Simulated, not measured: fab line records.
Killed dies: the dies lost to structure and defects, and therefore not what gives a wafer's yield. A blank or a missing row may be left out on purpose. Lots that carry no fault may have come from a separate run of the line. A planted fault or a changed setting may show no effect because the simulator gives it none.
fab line records ; flow n5-finfet
record: lots: 10; wafers: 30; last-day: 21
route steps=1938 shown SDB@361 PASSIVATION@1929
lots that met no fault: taken from a fault-free run of the same line
start-h: start of the lot's first displayed wafer, in hours after the record's first day ; wait-h: hours from the lot's prior step to this one ; " unchanged from the row above ; L1.1+2: several wafers, shown together as one row ; - no value present, or no start provided ; * or withheld: withheld ; < > ~ a bound
route shown NAME@n: NAME is a module with steps in the file, n the number in the route of the first one ; usual: mean/standard deviation of fault-free wafers ; same: alike in all rows ; chamber/n: place in a boat ; sites: per-site readings ; _std_site: how widely they spread, as a standard deviation ; _edge_site: inner sites' mean taken away from outer sites' mean ; radius-mm: for every site, how far away it sits from the centre of the wafer ; mask NAME#n: copy n ; behind: the tool/chamber that last shaped the wafer ; hold: the reason the lot was held/the length of the hold in hours/how it ended ; device: names the non-switching transistor (n, p or np) ; end of line: the same wafers' tests at the end of the route ; step lacking rows: just its recipe ; killed: count of dies lost to structure and defects at first sort (not the wafer's yield) ; map: the dies of a wafer, with x for killed, . for not killed, _ for no die there
set.NAME: setting as actually run; set.NAME@STEP: the setting as run at that earlier step ; model.NAME: the simulator's own value behind a step, which no gauge read
one table for each step of the route and one row for each wafer, over a sample of lots
services: from which hour (start-h, from the record's first day; less than 0 if before it) a tool's chamber was out of use, for how many hours, and why
== steps ==
step: N5_SDB_ETCH_18
recipe: chemistry: N2/H2; target: SOC; target-depth-a: 1000; overetch-a: 200; mask-material: SiARC; temp-c: 40; time-s: 150; ion-energy-ev: 200; pressure-mtorr: 30; source-w: 840; bias-w: 150; n2-flow-sccm: 200; h2-flow-sccm: 200
usual: drypump-motor-current-A: 5.8/0.44; h2-flow-sccm: 200.0/0.65; n2-flow-sccm: 200.1/0.63; oes-product-au: 0.68/0.067; rf-vpp-V: 524.4/2.8; showerhead-plenum-p-Torr: 2.56/0.097; temp-c: 39.99/0.12; throttle-valve-pct: 17.98/0.14
lot.wafer;tool;chamber;start-h;wait-h;drypump-motor-current-A;h2-flow-sccm;n2-flow-sccm;oes-product-au;rf-hours-counter-h;rf-vpp-V;showerhead-plenum-p-Torr;temp-c;throttle-valve-pct
L373.1;rie-diel-05;1;66.77;0.0;5.4;200.2;199.7;0.63;216;520.6;2.42;40.06;18.07
L373.3;rie-diel-05;2;66.77;0.0;5.8;199.6;199.5;0.65;183;527.0;2.63;39.84;18.08
L373.5;rie-diel-05;0;66.77;0.0;6.3;199.1;200.6;0.63;-;524.4;2.62;39.84;18.24
L375.4;rie-diel-04;1;77.70;0.0;5.6;201.4;199.5;0.90;2;522.0;2.50;39.96;17.87
L375.5;rie-diel-04;3;77.70;0.0;5.1;199.5;199.8;0.65;-;528.8;2.62;39.95;18.07
L375.6;rie-diel-04;0;77.70;0.0;6.1;198.8;200.5;0.63;-;520.0;2.42;40.02;18.04
L376.1;rie-diel-05;3;83.72;0.0;6.6;200.3;199.5;0.67;153;526.7;2.64;39.78;17.86
L376.4;rie-diel-05;2;83.72;0.0;5.8;199.6;199.8;0.65;189;526.6;2.63;39.96;18.09
L376.6;rie-diel-05;1;83.72;0.0;5.4;199.5;200.3;0.62;-;519.3;2.42;39.90;18.08
L378.1;rie-diel-04;0;96.20;0.0;6.1;200.4;199.6;0.63;229;519.4;2.41;39.83;18.06
L378.3;rie-diel-04;3;96.20;0.0;5.1;199.5;200.6;0.65;203;526.8;2.62;40.10;18.09
L378.4;rie-diel-04;2;96.20;0.0;5.2;200.2;200.7;0.65;180;524.4;2.52;40.10;17.79
L384.1;rie-diel-02;1;134.22;0.0;5.7;199.4;201.1;0.67;150;525.9;2.65;40.33;17.79
L384.2;rie-diel-02;3;134.22;0.0;5.6;199.8;198.9;0.71;129;521.3;2.45;40.02;17.98
L384.6;rie-diel-02;2;134.22;0.0;5.7;200.4;199.9;0.73;-;526.1;2.69;39.89;17.98
L385.3;rie-diel-02;2;139.60;0.0;5.7;200.2;201.4;0.73;82;527.0;2.69;40.00;17.99
L385.5;rie-diel-02;1;139.60;0.0;5.7;199.7;200.0;0.67;-;527.2;2.65;39.82;17.80
L385.6;rie-diel-02;2;139.60;0.0;5.7;200.1;200.0;0.73;-;526.8;2.69;40.09;17.98
L386.2;rie-diel-04;3;145.23;0.0;5.1;199.8;199.4;0.64;221;527.3;2.61;40.14;18.11
L386.4;rie-diel-04;1;145.23;0.0;5.6;200.9;199.2;0.82;28;522.6;2.49;39.95;17.94
L386.6;rie-diel-04;0;145.23;0.0;6.1;200.2;198.8;0.61;-;520.4;2.41;40.10;18.08
L387.2;rie-diel-05;0;150.14;0.0;6.3;198.9;199.1;0.85;5;525.7;2.61;40.17;17.84
L387.5;rie-diel-05;2;150.14;0.0;5.7;199.8;200.5;0.64;-;526.3;2.62;39.94;18.14
L387.6;rie-diel-05;3;150.14;0.0;6.6;200.7;199.7;0.64;-;527.2;2.63;39.99;17.91
L389.3;rie-diel-04;2;160.76;0.0;5.2;198.8;200.0;0.64;203;523.5;2.51;40.06;17.81
L389.5;rie-diel-04;2;160.76;0.0;5.2;199.7;199.5;0.64;-;523.6;2.51;40.10;17.83
L389.6;rie-diel-04;3;160.76;0.0;5.1;200.5;201.0;0.63;-;527.7;2.61;39.78;18.13
L391.1;rie-diel-04;3;173.78;0.0;5.1;201.4;200.1;0.63;233;525.2;2.61;39.83;18.13
L391.2;rie-diel-04;1;173.78;0.0;5.5;198.4;200.6;0.80;39;522.3;2.48;39.93;17.95
L391.5;rie-diel-04;1;173.78;0.0;5.5;199.4;199.7;0.80;-;522.1;2.48;40.01;17.94
step: N5_PASSIVATION_PASS_ETCH_47
recipe: chemistry: CF4/O2; target: SiNx; target-depth-a: 7700; time-s: 385; ion-energy-ev: 100; pressure-mtorr: 40; source-w: 535; bias-w: 49; Ar_flow_sccm: 100; cf4-flow-sccm: 100; O2_flow_sccm: 10
usual: drypump-motor-current-A: 5.6/0.42; oes_f_703_au: 0.83/0.071; oes-product-au: 0.83/0.071; rf-vpp-V: 241.0/2.5; showerhead-plenum-p-Torr: 2.22/0.079; throttle-valve-pct: 15.84/0.19
lot.wafer;tool;chamber;start-h;wait-h;drypump-motor-current-A;oes_f_703_au;oes-product-au;rf-hours-counter-h;rf-vpp-V;showerhead-plenum-p-Torr;throttle-valve-pct
L373.1;rie-diel-05;0;289.75;0.0;6.3;0.85;0.86;50;247.0;2.23;15.79
L373.3;rie-diel-05;3;289.75;0.0;6.6;0.70;0.69;224;240.5;2.26;16.07
L373.5;rie-diel-05;2;289.75;0.0;5.7;1.01;1.00;-;236.7;2.25;15.80
L376.1;rie-diel-04;1;327.41;0.0;5.5;0.83;0.83;91;242.0;2.13;16.03
L376.4;rie-diel-04;0;327.41;0.0;6.1;0.86;0.87;51;243.4;2.33;15.77
L376.6;rie-diel-04;0;327.41;0.0;6.1;0.86;0.87;-;243.9;2.33;15.74
L375.4;rie-diel-02;0;334.64;0.0;5.6;0.69;0.68;240;243.4;2.09;15.96
L375.5;rie-diel-02;2;334.64;0.0;5.6;0.76;0.76;-;244.7;2.29;16.00
L375.6;rie-diel-02;3;334.64;0.0;5.6;0.72;0.73;-;240.2;2.10;16.13
L378.1;rie-diel-05;2;346.04;0.0;5.8;0.93;0.92;16;238.0;2.25;15.84
L378.3;rie-diel-05;0;346.04;0.0;6.3;0.83;0.84;65;246.9;2.23;15.81
L378.4;rie-diel-05;3;346.04;0.0;6.6;0.68;0.69;240;239.8;2.26;16.10
L384.1;rie-diel-04;0;432.02;0.0;6.1;0.83;0.83;77;242.6;2.32;15.82
L384.2;rie-diel-04;1;432.02;0.0;5.5;0.79;0.80;125;239.6;2.12;16.09
L384.6;rie-diel-04;2;432.02;0.0;5.2;0.88;0.87;-;238.9;2.16;15.67
L385.3;rie-diel-04;3;435.45;0.0;5.1;0.85;0.86;64;239.6;2.23;15.76
L385.5;rie-diel-04;0;435.45;0.0;6.1;0.83;0.83;-;243.3;2.32;15.81
L385.6;rie-diel-04;1;435.45;0.0;5.6;0.79;0.80;-;240.8;2.12;16.11
L389.3;rie-diel-04;0;448.67;0.0;6.1;0.82;0.83;84;243.2;2.32;15.82
L389.5;rie-diel-04;3;448.67;0.0;5.1;0.85;0.85;-;239.6;2.23;15.74
L389.6;rie-diel-04;2;448.67;0.0;5.2;0.86;0.87;-;237.0;2.16;15.65
L386.2;rie-diel-02;1;464.62;0.0;5.8;0.98;0.97;3;240.6;2.25;15.58
L386.4;rie-diel-02;2;464.62;0.0;5.7;0.72;0.72;196;244.1;2.27;16.09
L386.6;rie-diel-02;0;464.62;0.0;5.6;0.91;0.91;-;245.5;2.34;15.53
L387.2;rie-diel-04;3;465.42;0.0;5.1;0.84;0.85;74;238.7;2.23;15.77
L387.5;rie-diel-04;2;465.42;0.0;5.2;0.86;0.86;-;236.8;2.15;15.70
L387.6;rie-diel-04;3;465.42;0.0;5.2;0.84;0.85;-;240.7;2.23;15.77
L391.1;rie-diel-04;1;495.47;0.0;5.6;0.77;0.77;148;239.4;2.11;16.16
L391.2;rie-diel-04;3;495.47;0.0;5.1;0.83;0.83;86;240.8;2.22;15.80
L391.5;rie-diel-04;3;495.47;0.0;5.1;0.82;0.83;-;241.7;2.22;15.80
step: N5_PASSIVATION_ETCH_54
recipe: chemistry: CHF3/O2; target: SiO2; target-depth-a: 8800; CHF3_flow_sccm: 50; O2_flow_sccm: 5; Ar_flow_sccm: 200; time-s: 440; mask-material: PR; pressure-mtorr: 30; source-w: 650; bias-w: 170; ion-energy-ev: 200
usual: drypump-motor-current-A: 5.6/0.42; oes_f_703_au: 0.83/0.071; oes-product-au: 0.83/0.071; rf-vpp-V: 524/5; showerhead-plenum-p-Torr: 2.43/0.086; throttle-valve-pct: 18.78/0.18
lot.wafer;tool;chamber;start-h;wait-h;drypump-motor-current-A;oes_f_703_au;oes-product-au;rf-hours-counter-h;rf-vpp-V;showerhead-plenum-p-Torr;throttle-valve-pct
L373.1;rie-diel-05;0;289.98;0.1;6.3;0.85;0.86;50;534;2.44;18.75
L373.3;rie-diel-05;3;289.98;0.1;6.6;0.70;0.69;225;521;2.48;18.99
L373.5;rie-diel-05;2;289.98;0.1;5.8;0.99;0.99;-;518;2.47;18.82
L376.1;rie-diel-04;1;327.64;0.1;5.6;0.82;0.83;91;522;2.33;19.01
L376.4;rie-diel-04;0;327.64;0.1;6.1;0.86;0.86;51;528;2.54;18.68
L376.6;rie-diel-04;0;327.64;0.1;6.1;0.86;0.87;-;528;2.54;18.67
L375.4;rie-diel-02;0;334.87;0.1;5.6;0.69;0.69;240;526;2.29;18.86
L375.5;rie-diel-02;2;334.87;0.1;5.7;0.76;0.75;-;531;2.50;18.94
L375.6;rie-diel-02;3;334.87;0.1;5.6;0.72;0.73;-;520;2.30;19.07
L378.1;rie-diel-05;2;346.27;0.1;5.8;0.92;0.92;16;518;2.46;18.84
L378.3;rie-diel-05;0;346.27;0.1;6.3;0.83;0.85;65;535;2.44;18.77
L378.4;rie-diel-05;3;346.27;0.1;6.5;0.68;0.67;240;521;2.47;19.00
L384.1;rie-diel-04;0;432.25;0.1;6.1;0.84;0.83;77;528;2.53;18.71
L384.2;rie-diel-04;1;432.25;0.1;5.5;0.79;0.79;125;523;2.32;19.06
L384.6;rie-diel-04;2;432.25;0.1;5.1;0.87;0.88;-;517;2.36;18.63
L385.3;rie-diel-04;3;435.68;0.1;5.1;0.85;0.86;64;524;2.44;18.69
L385.5;rie-diel-04;0;435.68;0.1;6.1;0.83;0.83;-;528;2.53;18.72
L385.6;rie-diel-04;1;435.68;0.1;5.6;0.79;0.79;-;520;2.32;19.05
L389.3;rie-diel-04;0;448.90;0.1;6.1;0.82;0.83;84;528;2.53;18.71
L389.5;rie-diel-04;3;448.90;0.1;5.1;0.85;0.86;-;525;2.43;18.70
L389.6;rie-diel-04;2;448.90;0.1;5.1;0.86;0.86;-;519;2.35;18.62
L386.2;rie-diel-02;1;464.85;0.1;5.7;0.98;0.96;4;521;2.46;18.53
L386.4;rie-diel-02;2;464.85;0.1;5.6;0.72;0.72;196;531;2.48;19.02
L386.6;rie-diel-02;0;464.85;0.1;5.6;0.91;0.91;-;534;2.56;18.51
L387.2;rie-diel-04;3;465.65;0.1;5.1;0.85;0.85;74;523;2.43;18.70
L387.5;rie-diel-04;2;465.65;0.1;5.2;0.86;0.87;-;519;2.35;18.64
L387.6;rie-diel-04;3;465.65;0.1;5.1;0.84;0.85;-;525;2.43;18.71
L391.1;rie-diel-04;1;495.70;0.1;5.6;0.77;0.77;149;523;2.31;19.09
L391.2;rie-diel-04;3;495.70;0.1;5.1;0.83;0.83;87;525;2.43;18.73
L391.5;rie-diel-04;3;495.70;0.1;5.1;0.83;0.83;-;525;2.43;18.72
step: N5_PASSIVATION_PROBE_49
usual: defect-limited-yield: 91.4/1.2; killed_at_M0_to_M3: 34/10; killed_at_M4_up: 14/5.1; killed-at-contacts: 12/6.4; killed-at-front-end: 38/9.3; killed-at-other: 4/3; killed-dies: 102/15; killed-on-rim: 13/3.6; killed-open: 67/12; killed-short: 33/6.9; sort_bin_5_function: 5.0/0.86; sort_bin_6_memory: 3.2/0.58; sort_bin_8_speed: 0.00/0.0099; sort-n-pass: 1078/15; sort-yield-pct: 91.4/1.2
same: gross-dies: 1180; killed-at-back-side: 0; sort_bin_4_leakage[%]: 0
lot.wafer;tool;chamber;start-h;wait-h;defect-limited-yield[%];killed_at_M0_to_M3;killed_at_M4_up;killed-at-contacts;killed-at-front-end;killed-at-other;killed-dies;killed-on-rim;killed-open;killed-short;sort_bin_5_function[%];sort_bin_6_memory[%];sort_bin_8_speed[%];sort-n-pass;sort-yield-pct[%]
L376.1;prober-01;-;330.42;0.0;89.8;29;30;24;33;4;120;10;80;36;6.0;3.8;0;1060;89.8
L376.4;prober-01;-;330.57;0.2;90.7;35;14;11;45;5;110;11;77;33;5.7;3.2;0;1070;90.7
L376.6;prober-01;-;330.67;0.3;91.4;33;13;21;33;2;102;12;75;25;5.2;3.3;0;1078;91.4
L378.1;prober-02;-;349.05;0.0;90.7;48;16;14;28;4;110;12;72;34;5.4;3.3;0;1070;90.7
L378.3;prober-02;-;349.15;0.1;91.9;31;10;14;37;3;95;13;60;32;4.6;3.2;0;1085;91.9
L378.4;prober-02;-;349.20;0.2;92.5;33;12;7;36;1;89;10;59;30;4.5;2.9;0;1091;92.5
L384.1;prober-01;-;435.03;0.0;84.7;41;16;18;103;3;181;30;64;35;10.0;3.4;0;999;84.7
L384.2;prober-01;-;435.08;0.1;86.9;35;10;18;88;4;155;29;70;24;8.1;3.6;0;1025;86.9
L384.6;prober-01;-;435.28;0.3;83.2;31;18;9;136;4;198;27;64;39;10.3;4.2;0;982;83.2
L385.3;prober-01;-;438.56;0.1;84.8;30;18;9;118;4;179;24;61;26;9.1;3.6;0;1001;84.8
L385.5;prober-01;-;438.66;0.2;84.7;38;10;12;116;5;181;29;56;32;8.9;4.1;0;999;84.7
L385.6;prober-01;-;438.71;0.3;85.2;23;4;13;128;7;175;24;45;35;9.2;3.8;0;1005;85.2
L389.3;prober-02;-;451.93;0.1;89.9;32;20;11;51;5;119;20;81;36;6.3;3.5;0;1061;89.9
L389.5;prober-02;-;452.03;0.2;93.6;20;9;8;31;7;75;6;51;23;3.3;2.6;0;1105;93.6
L389.6;prober-02;-;452.08;0.3;90.3;42;10;5;49;8;114;11;65;47;4.9;4.2;0;1066;90.3
L387.2;prober-02;-;468.68;0.3;91.4;22;8;18;48;6;102;10;64;36;4.9;3.3;0;1078;91.4
L387.5;prober-02;-;468.83;0.4;92.5;29;9;18;32;0;88;7;61;27;4.2;3.1;0;1092;92.5
L387.6;prober-02;-;468.88;0.5;91.0;34;10;10;51;1;106;13;60;46;5.8;2.5;0;1074;91.0
killed by level:class
L376.1 MOL_CONTACT_COAG:geometric-particle:open=16 BEOL_M3:geometric-particle:open=12 BEOL_M4:geometric-particle:open=9 MOL_CONTACT_COAG:geometric-particle:short=8 FIN_SAQP:geometric-particle:open=7 BEOL_M2:geometric-particle:open=5 FIN_SAQP:geometric-particle:short=4 STI_FIN_REVEAL:geometric-particle:open=4
L376.4 BEOL_M3:geometric-particle:open=11 FIN_SAQP:geometric-particle:open=10 BEOL_M2:geometric-particle:open=8 MOL_CONTACT_COAG:geometric-particle:open=7 BEOL_M4:geometric-particle:open=7 FIN_SAQP:geometric-particle:short=6 STI_FIN_REVEAL:geometric-particle:open=6 STARTING-WAFER:geometric-particle:short=5
L376.6 MOL_CONTACT_COAG:geometric-particle:open=19 FIN_SAQP:geometric-particle:open=11 BEOL_M3:geometric-particle:open=10 BEOL_M4:geometric-particle:open=7 BEOL_M1:geometric-particle:open=5 FIN_SAQP:geometric-particle:short=4 BEOL_M0_SAQP:geometric-particle:open=4 STI_FIN_REVEAL:geometric-particle:short=3
L378.1 BEOL_M2:geometric-particle:open=20 MOL_CONTACT_COAG:geometric-particle:open=13 BEOL_M4:geometric-particle:open=10 FIN_SAQP:geometric-particle:short=9 BEOL_M0_SAQP:geometric-particle:short=8 BEOL_M3:geometric-particle:open=6 BEOL_M2:geometric-particle:short=5 DUMMY_GATE:geometric-particle:open=4
L378.3 MOL_CONTACT_COAG:geometric-particle:open=11 BEOL_M3:geometric-particle:open=9 STI_FIN_REVEAL:geometric-particle:open=7 GATE_CUT:geometric-particle:short=5 BEOL_M2:geometric-particle:open=5 DUMMY_GATE:geometric-particle:open=4 BEOL_M0_SAQP:geometric-particle:short=4 BEOL_M3:geometric-particle:short=4
L378.4 DUMMY_GATE:geometric-particle:open=8 FIN_SAQP:geometric-particle:short=7 BEOL_M2:geometric-particle:open=7 ILD0:geometric-particle:short=6 BEOL_M3:geometric-particle:open=6 BEOL_M0_SAQP:geometric-particle:open=6 STI_FIN_REVEAL:geometric-particle:open=5 MOL_CONTACT_COAG:geometric-particle:open=5
L384.1 SDB:unspecified=81 MOL_CONTACT_COAG:geometric-particle:open=16 BEOL_M0_SAQP:geometric-particle:short=16 BEOL_M0_SAQP:geometric-particle:open=11 BEOL_M4:geometric-particle:open=7 BEOL_M1:geometric-particle:open=6 BEOL_M3:geometric-particle:open=5 FIN_SAQP:geometric-particle:open=4
L384.2 SDB:unspecified=61 MOL_CONTACT_COAG:geometric-particle:open=14 BEOL_M2:geometric-particle:open=10 BEOL_M3:geometric-particle:open=8 BEOL_M0_SAQP:geometric-particle:open=7 BEOL_M1:geometric-particle:open=7 FIN_SAQP:geometric-particle:open=5 FIN_SAQP:geometric-particle:short=5
L384.6 SDB:unspecified=93 FIN_SAQP:geometric-particle:short=12 BEOL_M4:geometric-particle:open=11 FIN_SAQP:geometric-particle:open=8 BEOL_M0_SAQP:geometric-particle:open=8 MOL_CONTACT_COAG:geometric-particle:open=8 BEOL_M0_SAQP:geometric-particle:short=6 BEOL_M1:geometric-particle:open=6
L385.3 SDB:unspecified=91 MOL_CONTACT_COAG:geometric-particle:open=8 BEOL_M4:geometric-particle:open=7 BEOL_M2:geometric-particle:open=7 FIN_SAQP:geometric-particle:open=6 BEOL_M1:geometric-particle:open=6 BEOL_M0_SAQP:geometric-particle:open=5 BEOL_M0_SAQP:geometric-particle:short=5
L385.5 SDB:unspecified=87 FIN_SAQP:geometric-particle:open=10 MOL_CONTACT_COAG:geometric-particle:open=9 FIN_SAQP:geometric-particle:short=8 BEOL_M0_SAQP:geometric-particle:short=8 BEOL_M2:geometric-particle:open=7 BEOL_M1:geometric-particle:open=5 BEOL_M3:geometric-particle:open=5
L385.6 SDB:unspecified=93 STI_FIN_REVEAL:geometric-particle:open=8 MOL_CONTACT_COAG:geometric-particle:open=8 BEOL_M1:geometric-particle:open=6 FIN_SAQP:geometric-particle:short=5 DUMMY_GATE:geometric-particle:open=5 MOL_CONTACT_COAG:geometric-particle:short=5 BEOL_M0_SAQP:geometric-particle:short=5
L389.3 STI_FIN_REVEAL:geometric-particle:open=13 BEOL_M4:geometric-particle:open=9 BEOL_M3:geometric-particle:open=9 DUMMY_GATE:geometric-particle:open=8 MOL_CONTACT_COAG:geometric-particle:open=8 FIN_SAQP:geometric-particle:open=7 BEOL_M0_SAQP:geometric-particle:short=6 STARTING-WAFER:geometric-particle:short=5
L389.5 STI_FIN_REVEAL:geometric-particle:open=9 BEOL_M0_SAQP:geometric-particle:open=6 FIN_SAQP:geometric-particle:short=5 BEOL_M1:geometric-particle:open=5 BEOL_M4:geometric-particle:open=5 MOL_CONTACT_COAG:geometric-particle:short=4 MOL_CONTACT_COAG:geometric-particle:open=4 STI_FIN_REVEAL:geometric-particle:short=3
L389.6 STI_FIN_REVEAL:geometric-particle:open=16 BEOL_M0_SAQP:geometric-particle:short=15 BEOL_M0_SAQP:geometric-particle:open=9 FIN_SAQP:geometric-particle:short=7 BEOL_M1:geometric-particle:open=7 FIN_SAQP:geometric-particle:open=5 MOL_CONTACT_COAG:geometric-particle:open=5 BEOL_M2:geometric-particle:open=5
L387.2 MOL_CONTACT_COAG:geometric-particle:open=12 STI_FIN_REVEAL:geometric-particle:open=10 FIN_SAQP:geometric-particle:open=9 DUMMY_GATE:geometric-particle:open=7 GATE_CUT:geometric-particle:short=7 MOL_CONTACT_COAG:geometric-particle:short=6 BEOL_M1:geometric-particle:open=4 BEOL_M2:geometric-particle:open=4
L387.5 MOL_CONTACT_COAG:geometric-particle:open=14 BEOL_M2:geometric-particle:open=9 FIN_SAQP:geometric-particle:short=8 BEOL_M0_SAQP:geometric-particle:short=7 BEOL_M4:geometric-particle:open=6 STARTING-WAFER:geometric-particle:open=5 FIN_SAQP:geometric-particle:open=4 GATE_CUT:geometric-particle:open=4
L387.6 GATE_CUT:geometric-particle:short=10 FIN_SAQP:geometric-particle:short=8 BEOL_M0_SAQP:geometric-particle:short=8 BEOL_M2:geometric-particle:open=8 MOL_CONTACT_COAG:geometric-particle:open=7 BEOL_M0_SAQP:geometric-particle:open=7 STARTING-WAFER:geometric-particle:short=6 FIN_SAQP:geometric-particle:open=5
== services ==
tool;chamber;start-h;hours;kind
rie-diel-04;1;54.35;-;clean
rie-diel-04;1;54.35;-;consumable-replace:focus-ring
rie-diel-04;1;54.35;18.2;scheduled-down
rie-diel-04;1;54.35;18.2;vent-cycle
rie-diel-04;3;81.15;6.9;repair
rie-diel-05;1;126.71;2.8;repair
rie-diel-05;2;144.20;3.8;repair
rie-diel-04;0;157.01;-;clean
rie-diel-04;0;157.01;-;consumable-replace:focus-ring
rie-diel-04;0;157.01;-;consumable-replace:showerhead
rie-diel-04;0;157.01;20.0;scheduled-down
rie-diel-04;0;157.01;20.0;vent-cycle
rie-diel-05;-;172.97;2.8;pm
rie-diel-04;3;212.32;-;clean
rie-diel-02;-;238.40;0.2;repair
rie-diel-02;0;251.28;2.0;repair
rie-diel-05;1;333.99;5.9;repair
rie-diel-02;3;335.79;4.6;repair
rie-diel-04;3;382.33;7.4;repair
rie-diel-04;0;393.93;4.7;repair
rie-diel-04;0;401.55;15.5;repair
rie-diel-02;0;421.32;2.2;repair
rie-diel-02;0;466.35;8.4;repair
rie-diel-05;3;471.18;44.2;repair
== key ==
first-sign: step: N5_PASSIVATION_PROBE_49; reading: killed-at-front-end; direction: up; sigmas: 8.3; usual: 38; struck: 115
effect: step: N5_PASSIVATION_PROBE_49; reading: defect-limited-yield; direction: down; sigmas: 5.2; usual: 91.4; struck: 84.9
more-kills-born-at: N5_SDB_ETCH_18@rie-diel-02: 506
met-at N5_SDB_ETCH_18
struck-lots L384,L385
not-acting-at N5_PASSIVATION_PASS_ETCH_47,N5_PASSIVATION_ETCH_54
fault: kind: chamber-particle-source; tool: rie-diel-02; chamber: -; onset-h: 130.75; steps: N5_SDB_ETCH_18; rate-per-visit-cm2: 0.80841; end-h: 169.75
